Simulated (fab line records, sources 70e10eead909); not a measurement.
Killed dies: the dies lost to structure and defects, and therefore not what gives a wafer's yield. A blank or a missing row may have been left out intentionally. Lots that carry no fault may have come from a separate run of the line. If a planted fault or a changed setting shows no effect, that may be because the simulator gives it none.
fab line records | flow nand_harc
[record] lots = 6 | wafers = 18 | last_day = 32
route steps=1302 shown A_ONON_D2@548 END@1302
lots that met no fault: from a run of the same line without faults
start_h: the number of hours between the record's first day and the start of the first shown wafer of the lot | wait_h: hours elapsed since this lot's preceding step | " repeats the value in the row above | L1.1+2: a row that stands for several wafers | - no value present, or no start provided | * or withheld: withheld | < > ~ a bound
route shown NAME@n: a module of which the file shows steps, and the number in the route of the first | usual: mean and standard deviation over wafers with no fault | same: alike in all rows | chamber/n: place in a boat | sites: per-site readings | _std_site: standard deviation of those values | _edge_site: the outer-site mean with the inner-site mean subtracted | radius_mm: for every site, how far away it sits from the centre of the wafer | mask NAME#n: copy n | behind: the last tool/chamber to shape the wafer | hold: why the lot went on hold/how many hours it stayed there/how the hold came to an end | device: whichever transistor did not switch (one of n, p or np) | end of line: at the end of the route, the tests of the same wafers | a step with no rows: only its recipe | killed: dies that structure and defects cost at the first sort, which is not the same as the wafer's yield | map: dies across one wafer; x = killed, . = not, _ = none there
set.NAME: the setting as run; set.NAME@STEP: as run at that earlier step | model.NAME: the simulator's own value behind a step, which no gauge read
lots at some steps of the route; a table a step, a row a wafer
services: the hour from which a tool's chamber was out of use, counted from the record's first day as start_h (under 0 if before that day), plus the number of hours and why
[[steps]]
[step NHARC_A_ONON_D2_THK_MEAS_05]
[recipe] thk_meas_gauge = ellipsometry
[usual] thk_nm = 1003/11
lot.wafer | tool          | chamber | start_h | wait_h | thk_nm
L770.3    | film_metro-01 | -       | 335.09  | -      | 1008
L770.4    | "             | -       | "       | "      | 1008
L770.5    | "             | -       | "       | "      | 1009
L777.4    | film_metro-02 | -       | 394.61  | -      | 993
L777.5    | "             | -       | "       | "      | 994
L777.6    | "             | -       | "       | "      | 993
L778.1    | film_metro-02 | -       | 421.46  | -      | 1002
L778.3    | "             | -       | "       | "      | 1003
L778.4    | "             | -       | "       | "      | 1002
L784.4    | film_metro-01 | -       | 468.39  | -      | 996
L784.5    | "             | -       | "       | "      | 995
L784.6    | "             | -       | "       | "      | 996
L786.2    | film_metro-02 | -       | 488.25  | -      | 1010
L786.3    | "             | -       | "       | "      | 1011
L786.5    | "             | -       | "       | "      | 1010
L787.2    | film_metro-01 | -       | 499.42  | -      | 997
L787.4    | "             | -       | "       | "      | 999
L787.6    | "             | -       | "       | "      | 997
[step NHARC_A_ONON_D2_DEP_06]
[recipe] target_thk_a = 10000 | n2_flow_sccm = 2750 | n2o_flow_sccm = 2000 | nh3_flow_sccm = 500 | sih4_flow_sccm = 210 | temp_c = 400
[step NHARC_A_ONON_D2_THK_MEAS_08]
[recipe] thk_meas_gauge = ellipsometry
[usual] thk_nm = 999/11
lot.wafer | tool          | chamber | start_h | wait_h | thk_nm
L770.3    | film_metro-01 | -       | 335.66  | -      | 995
L770.4    | "             | -       | "       | "      | 997
L770.5    | "             | -       | "       | "      | 998
L777.4    | film_metro-02 | -       | 395.18  | -      | 1002
L777.5    | "             | -       | "       | "      | 1003
L777.6    | "             | -       | "       | "      | 1005
L778.1    | film_metro-02 | -       | 422.03  | -      | 1025
L778.3    | "             | -       | "       | "      | 1024
L778.4    | "             | -       | "       | "      | 1024
L784.4    | film_metro-02 | -       | 468.96  | -      | 1009
L784.5    | "             | -       | "       | "      | 1008
L784.6    | "             | -       | "       | "      | 1010
L786.2    | film_metro-01 | -       | 488.82  | -      | 1000
L786.3    | "             | -       | "       | "      | 1000
L786.5    | "             | -       | "       | "      | 1001
L787.2    | film_metro-01 | -       | 499.99  | -      | 992
L787.4    | "             | -       | "       | "      | 992
L787.6    | "             | -       | "       | "      | 990
[step NHARC_A_ONON_D2_DEP_09]
[recipe] target_thk_a = 10000 | n2_flow_sccm = 2750 | n2o_flow_sccm = 2000 | nh3_flow_sccm = 500 | sih4_flow_sccm = 210 | temp_c = 400
[step NHARC_A_ONON_D2_THK_MEAS_11]
[recipe] thk_meas_gauge = ellipsometry
[usual] thk_nm = 998/9.8
lot.wafer | tool          | chamber | start_h | wait_h | thk_nm
L770.3    | film_metro-01 | -       | 336.22  | -      | 1006
L770.4    | "             | -       | "       | "      | 1005
L770.5    | "             | -       | "       | "      | 1006
L777.4    | film_metro-01 | -       | 395.75  | -      | 1007
L777.5    | "             | -       | "       | "      | 1007
L777.6    | "             | -       | "       | "      | 1007
L778.1    | film_metro-02 | -       | 422.59  | -      | 989
L778.3    | "             | -       | "       | "      | 987
L778.4    | "             | -       | "       | "      | 986
L784.4    | film_metro-01 | -       | 469.53  | -      | 998
L784.5    | "             | -       | "       | "      | 997
L784.6    | "             | -       | "       | "      | 997
L786.2    | film_metro-01 | -       | 489.39  | -      | 1006
L786.3    | "             | -       | "       | "      | 1007
L786.5    | "             | -       | "       | "      | 1005
L787.2    | film_metro-01 | -       | 500.55  | -      | 984
L787.4    | "             | -       | "       | "      | 986
L787.6    | "             | -       | "       | "      | 987
[step NHARC_A_ONON_D2_DEP_12]
[recipe] target_thk_a = 10000 | n2_flow_sccm = 2750 | n2o_flow_sccm = 2000 | nh3_flow_sccm = 500 | sih4_flow_sccm = 210 | temp_c = 400
[step NHARC_A_ONON_D2_THK_MEAS_14]
[recipe] thk_meas_gauge = ellipsometry
[usual] thk_nm = 1004/11
lot.wafer | tool          | chamber | start_h | wait_h | thk_nm
L770.3    | film_metro-01 | -       | 336.79  | -      | 1009
L770.4    | "             | -       | "       | "      | 1010
L770.5    | "             | -       | "       | "      | 1008
L777.4    | film_metro-01 | -       | 396.35  | -      | 1020
L777.5    | "             | -       | "       | "      | 1018
L777.6    | "             | -       | "       | "      | 1019
L778.1    | film_metro-02 | -       | 423.16  | -      | 1011
L778.3    | "             | -       | "       | "      | 1010
L778.4    | "             | -       | "       | "      | 1011
L784.4    | film_metro-02 | -       | 470.09  | -      | 1003
L784.5    | "             | -       | "       | "      | 1004
L784.6    | "             | -       | "       | "      | 1004
L786.2    | film_metro-02 | -       | 489.95  | -      | 1015
L786.3    | "             | -       | "       | "      | 1015
L786.5    | "             | -       | "       | "      | 1013
L787.2    | film_metro-01 | -       | 501.12  | -      | 1021
L787.4    | "             | -       | "       | "      | 1020
L787.6    | "             | -       | "       | "      | 1019
[step NHARC_A_ONON_D2_ANNEAL_15]
[recipe] temp_c = 750 | time_s = 3600
[step NHARC_A_ONON_D2_DEP_16]
[recipe] target_thk_a = 10000 | n2_flow_sccm = 2750 | n2o_flow_sccm = 2000 | nh3_flow_sccm = 500 | sih4_flow_sccm = 210 | temp_c = 400
[step NHARC_A_ONON_D2_THK_MEAS_18]
[recipe] thk_meas_gauge = ellipsometry
[usual] thk_nm = 999/11
lot.wafer | tool          | chamber | start_h | wait_h | thk_nm
L770.3    | film_metro-01 | -       | 344.53  | -      | 1016
L770.4    | "             | -       | "       | "      | 1018
L770.5    | "             | -       | "       | "      | 1018
L777.4    | film_metro-02 | -       | 403.69  | -      | 998
L777.5    | "             | -       | "       | "      | 999
L777.6    | "             | -       | "       | "      | 999
L778.1    | film_metro-01 | -       | 430.86  | -      | 990
L778.3    | "             | -       | "       | "      | 991
L778.4    | "             | -       | "       | "      | 989
L784.4    | film_metro-02 | -       | 477.89  | -      | 1003
L784.5    | "             | -       | "       | "      | 1001
L784.6    | "             | -       | "       | "      | 1003
L786.2    | film_metro-01 | -       | 498.45  | -      | 988
L786.3    | "             | -       | "       | "      | 987
L786.5    | "             | -       | "       | "      | 990
L787.2    | film_metro-02 | -       | 508.84  | -      | 994
L787.4    | "             | -       | "       | "      | 994
L787.6    | "             | -       | "       | "      | 993
[step NHARC_A_ONON_D2_DEP_19]
[recipe] target_thk_a = 10000 | n2_flow_sccm = 2750 | n2o_flow_sccm = 2000 | nh3_flow_sccm = 500 | sih4_flow_sccm = 210 | temp_c = 400
[step NHARC_A_ONON_D2_THK_MEAS_21]
[recipe] thk_meas_gauge = ellipsometry
[usual] thk_nm = 1000/12
lot.wafer | tool          | chamber | start_h | wait_h | thk_nm
L770.3    | film_metro-01 | -       | 345.09  | -      | 991
L770.4    | "             | -       | "       | "      | 990
L770.5    | "             | -       | "       | "      | 990
L777.4    | film_metro-02 | -       | 404.26  | -      | 989
L777.5    | "             | -       | "       | "      | 987
L777.6    | "             | -       | "       | "      | 988
L778.1    | film_metro-02 | -       | 431.42  | -      | 1010
L778.3    | "             | -       | "       | "      | 1011
L778.4    | "             | -       | "       | "      | 1010
L784.4    | film_metro-02 | -       | 478.45  | -      | 993
L784.5    | "             | -       | "       | "      | 993
L784.6    | "             | -       | "       | "      | 993
L786.2    | film_metro-01 | -       | 499.02  | -      | 1002
L786.3    | "             | -       | "       | "      | 1002
L786.5    | "             | -       | "       | "      | 1001
L787.2    | film_metro-02 | -       | 509.41  | -      | 1011
L787.4    | "             | -       | "       | "      | 1011
L787.6    | "             | -       | "       | "      | 1011
[step NHARC_A_ONON_D2_DEP_22]
[recipe] target_thk_a = 10000 | n2_flow_sccm = 2750 | n2o_flow_sccm = 2000 | nh3_flow_sccm = 500 | sih4_flow_sccm = 210 | temp_c = 400
[usual] susceptor_temp_C = 400.02/0.21
lot.wafer | tool          | chamber | start_h | wait_h | susceptor_temp_C
L770.3    | pecvd_onon-04 | 0       | 345.26  | 0.2    | 400.08
L770.4    | "             | 0       | "       | "      | 399.65
L770.5    | "             | 0       | "       | "      | 400.35
L777.4    | pecvd_onon-04 | 0       | 404.49  | 0.2    | 400.48
L777.5    | "             | 0       | "       | "      | 399.96
L777.6    | "             | 0       | "       | "      | 400.16
L778.1    | pecvd_onon-04 | 0       | 431.48  | 0.1    | 399.75
L778.3    | "             | 0       | "       | "      | 399.97
L778.4    | "             | 0       | "       | "      | 400.00
L784.4    | pecvd_onon-01 | 0       | 478.68  | 0.2    | 400.12
L784.5    | "             | 0       | "       | "      | 399.78
L784.6    | "             | 0       | "       | "      | 399.94
L786.2    | pecvd_onon-01 | 0       | 499.13  | 0.1    | 400.06
L786.3    | "             | 0       | "       | "      | 399.83
L786.5    | "             | 0       | "       | "      | 400.13
L787.2    | pecvd_onon-04 | 0       | 509.53  | 0.1    | 400.36
L787.4    | "             | 0       | "       | "      | 400.36
L787.6    | "             | 0       | "       | "      | 400.39
[step NHARC_A_ONON_D2_THK_MEAS_24]
[recipe] thk_meas_gauge = ellipsometry
[usual] thk_nm = 999/8.5
lot.wafer | tool          | chamber | start_h | wait_h | thk_nm
L770.3    | film_metro-01 | -       | 345.65  | -      | 995
L770.4    | "             | -       | "       | "      | 996
L770.5    | "             | -       | "       | "      | 995
L777.4    | film_metro-01 | -       | 404.82  | -      | 370
L777.5    | "             | -       | "       | "      | 370
L777.6    | "             | -       | "       | "      | 372
L778.1    | film_metro-02 | -       | 431.99  | -      | 367
L778.3    | "             | -       | "       | "      | 367
L778.4    | "             | -       | "       | "      | 367
L784.4    | film_metro-02 | -       | 479.02  | -      | 1005
L784.5    | "             | -       | "       | "      | 1002
L784.6    | "             | -       | "       | "      | 1002
L786.2    | film_metro-01 | -       | 499.58  | -      | 991
L786.3    | "             | -       | "       | "      | 992
L786.5    | "             | -       | "       | "      | 992
L787.2    | film_metro-02 | -       | 509.98  | -      | 1006
L787.4    | "             | -       | "       | "      | 1004
L787.6    | "             | -       | "       | "      | 1006
[step NHARC_A_ONON_D2_DEP_25]
[recipe] target_thk_a = 10000 | n2_flow_sccm = 2750 | n2o_flow_sccm = 2000 | nh3_flow_sccm = 500 | sih4_flow_sccm = 210 | temp_c = 400
[step NHARC_END_SORT_01]
[recipe] temp_c = 25
[usual] killed_at_array = 56/19 | killed_at_other = 0.6/1 | killed_at_periphery = 3.9/2.7 | killed_dies = 61/19 | killed_open = 3.3/1.9 | killed_short = 2.4/1.7
[same] gross_dies = 677
lot.wafer | tool      | chamber | start_h | wait_h | killed_at_array | killed_at_other | killed_at_periphery | killed_dies | killed_open | killed_short
L777.4    | prober-02 | 0       | 685.65  | 3.5    | 675             | 0               | 2                   | 677         | 4           | 2
L777.5    | prober-02 | 0       | 686.47  | 3.8    | 672             | 1               | 4                   | 677         | 4           | 9
L777.6    | prober-02 | 0       | 687.29  | 4.1    | 674             | 0               | 3                   | 677         | 4           | 2
L778.1    | prober-01 | 0       | 724.99  | 2.5    | 675             | 1               | 1                   | 677         | 1           | 5
L778.3    | prober-01 | 0       | 726.58  | 3.1    | 674             | 0               | 3                   | 677         | 1           | 4
L778.4    | prober-01 | 0       | 727.37  | 3.4    | 675             | 1               | 1                   | 677         | 4           | 1
L787.2    | prober-02 | 0       | 773.64  | 2.8    | 61              | 0               | 7                   | 68          | 5           | 2
L787.4    | prober-02 | 0       | 775.25  | 3.4    | 74              | 1               | 3                   | 78          | 0           | 1
L787.6    | prober-02 | 0       | 776.87  | 4.0    | 81              | 1               | 3                   | 85          | 4           | 2
// killed by level:class
L777.4 A_ONON_D2:area_dep=606 A_CHANNEL_HOLE_D1:chamber_film_flake=30 A_CHANNEL_HOLE_D2:chamber_film_flake=17 A_CONTACT:chamber_film_flake=10 A_STAIRCASE:chamber_film_flake=4 A_ONON_D1:geometric_particle:open=2 A_M0:chamber_film_flake=2 P_CONTACT:geometric_particle:open=1
L777.5 A_ONON_D2:area_dep=590 A_CHANNEL_HOLE_D2:chamber_film_flake=29 A_CHANNEL_HOLE_D1:chamber_film_flake=28 A_WL_FILL:chamber_film_flake=5 A_CONTACT:chamber_film_flake=4 A_STAIRCASE:chamber_film_flake=3 P_CONTACT:geometric_particle:open=2 A_M0:chamber_film_flake=2
L777.6 A_ONON_D2:area_dep=622 A_CHANNEL_HOLE_D1:chamber_film_flake=27 A_CHANNEL_HOLE_D2:chamber_film_flake=10 A_STAIRCASE:chamber_film_flake=3 A_WL_FILL:chamber_film_flake=2 A_M0:chamber_film_flake=2 P_CONTACT:geometric_particle:open=1 A_CHANNEL_FILL_D1:geometric_particle:open=1
L778.1 A_ONON_D2:area_dep=599 A_SLIT:chamber_film_flake=31 A_CHANNEL_HOLE_D1:chamber_film_flake=29 A_CONTACT:chamber_film_flake=6 A_ONON_D1:geometric_particle:short=3 A_WL_FILL:chamber_film_flake=3 A_ONON_D1:geometric_particle:open=1 A_CHANNEL_HOLE_D1:geometric_particle:short=1
L778.3 A_ONON_D2:area_dep=615 A_CHANNEL_HOLE_D1:chamber_film_flake=31 A_SLIT:chamber_film_flake=18 A_CONTACT:chamber_film_flake=7 P_GATE:geometric_particle:open=1 P_CONTACT:geometric_particle:short=1 P_M0:geometric_particle:short=1 A_DECK1_JOINT:geometric_particle:short=1
L778.4 A_ONON_D2:area_dep=601 A_SLIT:chamber_film_flake=31 A_CHANNEL_HOLE_D1:chamber_film_flake=30 A_STAIRCASE:chamber_film_flake=5 A_CONTACT:chamber_film_flake=3 A_M0:geometric_particle:open=2 P_GATE:geometric_particle:open=1 A_ONON_D1:geometric_particle:short=1
L787.2 A_CHANNEL_HOLE_D2:chamber_film_flake=24 A_CONTACT:chamber_film_flake=11 A_CHANNEL_HOLE_D1:chamber_film_flake=11 A_ZERO_WELL:chamber_film_flake=5 P_ZERO_WELL:chamber_film_flake=4 A_STAIRCASE:chamber_film_flake=2 P_STI:geometric_particle:short=1 P_CONTACT:geometric_particle:open=1
L787.4 A_CHANNEL_HOLE_D2:chamber_film_flake=33 A_CHANNEL_HOLE_D1:chamber_film_flake=17 A_CONTACT:chamber_film_flake=11 A_SLIT:chamber_film_flake=5 A_STAIRCASE:chamber_film_flake=4 P_ZERO_WELL:chamber_film_flake=2 A_CHANNEL_FILL_D1:chamber_film_flake=2 A_WL_FILL:geometric_particle:short=1
L787.6 A_CHANNEL_HOLE_D2:chamber_film_flake=32 A_CHANNEL_HOLE_D1:chamber_film_flake=16 A_CONTACT:chamber_film_flake=13 A_SLIT:chamber_film_flake=8 A_ZERO_WELL:chamber_film_flake=4 A_WL_FILL:geometric_particle:open=2 P_ZERO_WELL:chamber_film_flake=2 A_CHANNEL_FILL_D1:chamber_film_flake=2
// map L777.4 (x killed, . not)
____________x____________
_________xxxxxxx_________
_______xxxxxxxxxxx_______
______xxxxxxxxxxxxx______
_____xxxxxxxxxxxxxxx_____
____xxxxxxxxxxxxxxxxx____
____xxxxxxxxxxxxxxxxx____
___xxxxxxxxxxxxxxxxxxx___
___xxxxxxxxxxxxxxxxxxx___
__xxxxxxxxxxxxxxxxxxxxx__
__xxxxxxxxxxxxxxxxxxxxx__
_xxxxxxxxxxxxxxxxxxxxxxx_
_xxxxxxxxxxxxxxxxxxxxxxx_
_xxxxxxxxxxxxxxxxxxxxxxx_
_xxxxxxxxxxxxxxxxxxxxxxx_
_xxxxxxxxxxxxxxxxxxxxxxx_
xxxxxxxxxxxxxxxxxxxxxxxxx
xxxxxxxxxxxxxxxxxxxxxxxxx
xxxxxxxxxxxxxxxxxxxxxxxxx
xxxxxxxxxxxxxxxxxxxxxxxxx
xxxxxxxxxxxxxxxxxxxxxxxxx
_xxxxxxxxxxxxxxxxxxxxxxx_
_xxxxxxxxxxxxxxxxxxxxxxx_
_xxxxxxxxxxxxxxxxxxxxxxx_
_xxxxxxxxxxxxxxxxxxxxxxx_
_xxxxxxxxxxxxxxxxxxxxxxx_
__xxxxxxxxxxxxxxxxxxxxx__
__xxxxxxxxxxxxxxxxxxxxx__
___xxxxxxxxxxxxxxxxxxx___
___xxxxxxxxxxxxxxxxxxx___
____xxxxxxxxxxxxxxxxx____
____xxxxxxxxxxxxxxxxx____
_____xxxxxxxxxxxxxxx_____
______xxxxxxxxxxxxx______
_______xxxxxxxxxxx_______
_________xxxxxxx_________
____________x____________
// map L778.1 (x killed, . not)
____________x____________
_________xxxxxxx_________
_______xxxxxxxxxxx_______
______xxxxxxxxxxxxx______
_____xxxxxxxxxxxxxxx_____
____xxxxxxxxxxxxxxxxx____
____xxxxxxxxxxxxxxxxx____
___xxxxxxxxxxxxxxxxxxx___
___xxxxxxxxxxxxxxxxxxx___
__xxxxxxxxxxxxxxxxxxxxx__
__xxxxxxxxxxxxxxxxxxxxx__
_xxxxxxxxxxxxxxxxxxxxxxx_
_xxxxxxxxxxxxxxxxxxxxxxx_
_xxxxxxxxxxxxxxxxxxxxxxx_
_xxxxxxxxxxxxxxxxxxxxxxx_
_xxxxxxxxxxxxxxxxxxxxxxx_
xxxxxxxxxxxxxxxxxxxxxxxxx
xxxxxxxxxxxxxxxxxxxxxxxxx
xxxxxxxxxxxxxxxxxxxxxxxxx
xxxxxxxxxxxxxxxxxxxxxxxxx
xxxxxxxxxxxxxxxxxxxxxxxxx
_xxxxxxxxxxxxxxxxxxxxxxx_
_xxxxxxxxxxxxxxxxxxxxxxx_
_xxxxxxxxxxxxxxxxxxxxxxx_
_xxxxxxxxxxxxxxxxxxxxxxx_
_xxxxxxxxxxxxxxxxxxxxxxx_
__xxxxxxxxxxxxxxxxxxxxx__
__xxxxxxxxxxxxxxxxxxxxx__
___xxxxxxxxxxxxxxxxxxx___
___xxxxxxxxxxxxxxxxxxx___
____xxxxxxxxxxxxxxxxx____
____xxxxxxxxxxxxxxxxx____
_____xxxxxxxxxxxxxxx_____
______xxxxxxxxxxxxx______
_______xxxxxxxxxxx_______
_________xxxxxxx_________
____________x____________
[[services]]
tool          | chamber | start_h | hours | kind
pecvd_onon-01 | -       | 450.12  | 13.0  | pm
pecvd_onon-04 | -       | 492.00  | 13.0  | pm
[[key]]
[first_sign] step = NHARC_A_ONON_D2_THK_MEAS_24 | reading = thk_nm | direction = down | sigmas = 74 | usual = 999 | struck = 369
[effect] step = NHARC_END_SORT_01 | reading = killed_dies | direction = up | sigmas = 33 | usual = 61 | struck = 677
[more_kills_born_at] NHARC_A_ONON_D2_DEP_22@pecvd_onon-04 = 3633
met_at NHARC_A_ONON_D2_DEP_22
struck_wafers L777.4,L777.5,L777.6,L778.1,L778.3,L778.4
later_rows_left_out L777.4,L777.5,L777.6,L778.1,L778.3,L778.4
tester_left_out L777,L778
onset_between 345.26 404.49
[fault] kind = process_parameter_drift | tool = pecvd_onon-04 | chamber = - | onset_h = 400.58 | steps = NHARC_A_ONON_D2_DEP_22 | channel = target_thk_a | offset = * | shape = step | end_h = 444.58 | acts_in = * | stated = *
// tester_left_out: of these lots the tester's yield and bins aren't shown, on N5 and GAA mostly nor the transistor test; their killed dies are dies lost to structure and defects alone, not to doping, threshold or leakage, so they don't give the yield
// later_rows_left_out: the simulator's readings of these wafers behind a module that went badly wrong aren't trusted and aren't shown, but for the sort
